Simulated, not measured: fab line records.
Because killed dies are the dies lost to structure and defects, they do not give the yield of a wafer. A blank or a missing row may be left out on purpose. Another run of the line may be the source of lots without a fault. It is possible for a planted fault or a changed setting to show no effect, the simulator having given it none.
Which of the tools did it? | flow n5Finfet | 26 wafers from 10 lots sampled at 5 of the route's 1938 steps

== WHAT THE GAUGES READ, wafer by wafer ==
N5_BEOL_M4_RC_MEAS_101.
lot  | measured     | on        | CHAIN_V2 (ohm/link) | CHAIN_V2_max_site (ohm/link) | DIBL_N (mV/V)  | DIBL_P (mV/V)  | IOFF_N (nA/um) | IOFF_P (nA/um) | ION_N (uA/um) | ION_P (uA/um) | SERP_M3 (ohm/um) | SERP_M3_max_site (ohm/um) | SS_N (mV/dec)  | SS_P (mV/dec)  | VT_N (mV)   | VT_P (mV)
L134 | day 7 22:44  | prober-02 | 243 221             | 248 231                      | 39.2 36.3      | 38.4 35.2      | 0.20 0.15      | 0.22 0.18      | 673 674       | 452 459       | 227 192          | 238 204                   | 72.1 70.1      | 73.8 73.3      | 246 248     | -252 -252
L139 | day 9 02:31  | prober-02 | 213 225 223         | 220 235 231                  | 37.4 34.8 35.5 | 38.4 34.5 35.5 | 0.18 0.13 0.15 | 0.23 0.16 0.18 | 679 674 671   | 467 461 458   | 193 186 161      | 200 200 172               | 71.6 70.8 70.8 | 74.6 73.0 73.6 | 249 251 251 | -246 -251 -253
L143 | day 9 16:11  | prober-02 | 238 248 227         | 241 251 233                  | 35.6 33.9 34.7 | 36.2 33.8 35.1 | 0.16 0.12 0.14 | 0.19 0.15 0.17 | 684 671 676   | 463 455 463   | 207 221 213      | 218 231 229               | 71.6 71.2 71.1 | 73.1 73.2 73.2 | 248 253 249 | -250 -254 -253
L145 | day 11 02:49 | prober-01 | 222 229 246         | 233 243 255                  | 34.7 34.1 33.1 | 35.4 35.4 34.1 | 0.14 0.14 0.11 | 0.20 0.21 0.18 | 669 676 649   | 461 460 456   | 186 205 210      | 197 222 224               | 70.6 70.5 70.7 | 72.9 72.9 73.4 | 253 250 256 | -251 -247 -251
L150 | day 12 01:59 | prober-01 | 389 364             | 399 374                      | 37.8 35.9      | 38.3 36.5      | 0.20 0.15      | 0.23 0.21      | 670 678       | 455 462       | 293 265          | 309 275                   | 72.0 71.7      | 73.8 73.6      | 246 251     | -251 -252
L151 | day 12 00:05 | prober-02 | 221 212 227         | 229 220 230                  | 37.1 35.6 34.8 | 37.9 35.9 34.4 | 0.17 0.15 0.13 | 0.21 0.17 0.16 | 678 657 667   | 463 450 454   | 181 164 180      | 190 172 185               | 71.4 71.7 71.3 | 73.3 73.1 72.4 | 248 248 251 | -251 -254 -255
L152 | day 12 03:40 | prober-01 | 225 233 234         | 235 236 242                  | 34.6 36.3 36.0 | 34.0 37.4 36.6 | 0.14 0.16 0.15 | 0.15 0.19 0.17 | 679 667 680   | 461 451 455   | 181 197 185      | 196 201 195               | 70.6 71.6 72.1 | 73.0 73.7 73.5 | 249 250 250 | -256 -254 -256
L153 | day 12 18:07 | prober-02 | 243 378             | 260 390                      | 36.1 34.3      | 38.3 35.7      | 0.17 0.14      | 0.23 0.19      | 681 670       | 468 466       | 251 267          | 272 282                   | 71.4 70.0      | 73.1 73.2      | 244 251     | -250 -252
L154 | day 12 23:13 | prober-02 | 365 364             | 379 383                      | 36.7 37.9      | 35.8 37.3      | 0.15 0.15      | 0.18 0.20      | 683 671       | 457 461       | 285 273          | 306 293                   | 71.7 71.1      | 72.7 73.7      | 252 250     | -256 -252
L155 | day 13 02:18 | prober-02 | 220 233 220         | 227 241 229                  | 36.0 37.7 37.8 | 35.2 37.2 37.0 | 0.16 0.18 0.19 | 0.22 0.24 0.25 | 677 697 692   | 469 471 472   | 181 170 173      | 191 184 183               | 70.8 71.9 71.6 | 73.1 73.8 73.7 | 249 247 248 | -249 -246 -247

== EACH LOT AND THE TOOL THAT RAN IT (in order: tool; ch and the chambers of the sampled wafers; start) ==
lot  | N5_BEOL_M3_STRIP_97                          | N5_BEOL_M3_DEGAS_44         | N5_BEOL_M3_ALD_84                  | N5_BEOL_M3_ANNEAL_49
L134 | rieDiel-01 ch 3, day 7 03:29 or earlier      | pvdSputter-01, day 7 03:29  | aldMetal-03 ch 2,3, day 7 03:38    | pvdSputter-01, day 7 04:13
L139 | rieDiel-03 ch 0,1,3, day 8 14:15 or earlier  | pvdSputter-02, day 8 14:15  | aldMetal-04 ch 0,2, day 8 14:22    | pvdSputter-02, day 8 15:08
L143 | rieDiel-02 ch 2,3, day 9 04:10 or earlier    | pvdSputter-01, day 9 04:10  | aldMetal-04 ch 0,3, day 9 04:16    | pvdSputter-01, day 9 05:01
L145 | rieDiel-03 ch 0,1,2, day 10 12:47 or earlier | pvdSputter-03, day 10 12:47 | aldMetal-02 ch 1,3, day 10 13:07   | pvdSputter-02, day 10 13:45
L150 | rieDiel-02 ch 2,3, day 11 01:11 or earlier   | pvdSputter-03, day 11 01:11 | aldMetal-04 ch 0,3, day 11 01:17   | pvdSputter-03, day 11 01:52
L151 | rieDiel-01 ch 1,2,3, day 11 05:22 or earlier | pvdSputter-02, day 11 05:22 | aldMetal-03 ch 0,1,2, day 11 05:28 | pvdSputter-01, day 11 06:10
L152 | rieDiel-01 ch 0,3, day 11 15:49 or earlier   | pvdSputter-03, day 11 15:49 | aldMetal-02 ch 1,2, day 11 15:55   | pvdSputter-01, day 11 17:46
L153 | rieDiel-01 ch 1,3, day 12 06:11 or earlier   | pvdSputter-01, day 12 06:11 | aldMetal-04 ch 1,3, day 12 06:19   | pvdSputter-01, day 12 06:55
L154 | rieDiel-01 ch 0,3, day 12 06:43 or earlier   | pvdSputter-03, day 12 06:43 | aldMetal-04 ch 1,3, day 12 06:50   | pvdSputter-01, day 12 10:38
L155 | rieDiel-01 ch 0,1,2, day 12 14:32 or earlier | pvdSputter-03, day 12 14:32 | aldMetal-02 ch 1,2,3, day 12 14:47 | pvdSputter-02, day 12 17:04
- N5_BEOL_M3_STRIP_97: strips in N2/H2, time 10 s.
- N5_BEOL_M3_DEGAS_44: time 60 s.
- N5_BEOL_M3_ALD_84: deposits TaN, pulse time 2 s, purge time 3 s, co reactant purge time 2 s.
- N5_BEOL_M3_ANNEAL_49: time 240 s.

== WHAT THE TOOLS THEMSELVES READ (means of the sampled wafers that have a number; where no wafer has one, the mark that the record gives instead) ==
N5_BEOL_M3_STRIP_97.
lot  | tool       | drypumpMotorCurrentA (A) | oesProductAu (a.u.) | rfVppV (V) | showerheadPlenumPTorr (Torr) | throttleValvePct (%)
L134 | rieDiel-01 | 6.3                      | 0.74                | 59.4       | 2.52                         | 23.53
L139 | rieDiel-03 | 6.2                      | 0.74                | 59.1       | 2.61                         | 23.88
L143 | rieDiel-02 | 5.9                      | 0.88                | 59.2       | 2.66                         | 23.57
L145 | rieDiel-03 | 5.9                      | 0.79                | 59.7       | 2.56                         | 23.66
L150 | rieDiel-02 | 6.0                      | 0.82                | 58.3       | 2.62                         | 23.73
L151 | rieDiel-01 | 6.0                      | 0.76                | 58.7       | 2.60                         | 23.41
L152 | rieDiel-01 | 6.0                      | 0.82                | 59.8       | 2.55                         | 23.56
L153 | rieDiel-01 | 6.1                      | 0.77                | 59.5       | 2.58                         | 23.45
L154 | rieDiel-01 | 6.0                      | 0.79                | 59.0       | 2.54                         | 23.57
L155 | rieDiel-01 | 5.8                      | 0.80                | 60.2       | 2.62                         | 23.40

N5_BEOL_M3_DEGAS_44.
lot  | tool          | heaterPowerW (W)
L134 | pvdSputter-01 | 336
L139 | pvdSputter-02 | 348
L143 | pvdSputter-01 | 312
L145 | pvdSputter-03 | 311
L150 | pvdSputter-03 | 306
L151 | pvdSputter-02 | 343
L152 | pvdSputter-03 | 306
L153 | pvdSputter-01 | 302
L154 | pvdSputter-03 | 292
L155 | pvdSputter-03 | 317

N5_BEOL_M3_ALD_84.
lot  | tool        | heaterPowerW (W)
L134 | aldMetal-03 | 414
L139 | aldMetal-04 | 476
L143 | aldMetal-04 | 450
L145 | aldMetal-02 | 413
L150 | aldMetal-04 | 429
L151 | aldMetal-03 | 383
L152 | aldMetal-02 | 420
L153 | aldMetal-04 | 414
L154 | aldMetal-04 | 403
L155 | aldMetal-02 | 414

N5_BEOL_M3_ANNEAL_49.
lot  | tool          | heaterPowerW (W)
L134 | pvdSputter-01 | 772
L139 | pvdSputter-02 | 893
L143 | pvdSputter-01 | 817
L145 | pvdSputter-02 | 861
L150 | pvdSputter-03 | 812
L151 | pvdSputter-01 | 832
L152 | pvdSputter-01 | 845
L153 | pvdSputter-01 | 756
L154 | pvdSputter-01 | 830
L155 | pvdSputter-02 | 881

== THE ANSWER, worked out from the rows above alone ==
Rule: the usual values come from the lots themselves. Put in order of their means at a reading, lots are off if they are a third of the lots or fewer, leave a main group of 4 or more, and stand apart from it by a gap of 3 or more times the standard deviation of the main group's means; of several such gaps the widest counts. A main group is skipped when, at the precision printed for the reading in the tables above, its means are all equal. Also off: a lot with no number at a reading for which 4 or more lots have one. Any other lot the step has rows for is counted as sound. The gauges are gone through in route order, then the tools' own readings, and for those a lot's mean is taken as printed above. The first step at which some lot is off is used, and at that step the reading that is off furthest; a lot without a number counts as furthest.
Off: at N5_BEOL_M4_RC_MEAS_101 (CHAIN_V2_max_site), L150, L153, L154. The main group: mean 236 ohm/link, standard deviation 6.2.
A tool fits if, at a process step before that reading, it ran every lot that is off, and no sound lot after the first of them. Those tools and the gauges at N5_BEOL_M4_RC_MEAS_101 are tried in the same way. N5_BEOL_M3_STRIP_97: start missing for some lots; hours and lot order therefore follow N5_BEOL_M3_DEGAS_44. One candidate fits, namely aldMetal-04 at N5_BEOL_M3_ALD_84. Its last sound lot is L143 (day 9 04:16), its first lot that is off L150 (day 11 01:17): a fault that began between those two fits.

== WHAT THE SIMULATOR HAD INSERTED ==
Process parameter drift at N5_BEOL_M3_ALD_84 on aldMetal-04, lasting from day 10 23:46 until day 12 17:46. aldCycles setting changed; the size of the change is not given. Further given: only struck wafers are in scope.
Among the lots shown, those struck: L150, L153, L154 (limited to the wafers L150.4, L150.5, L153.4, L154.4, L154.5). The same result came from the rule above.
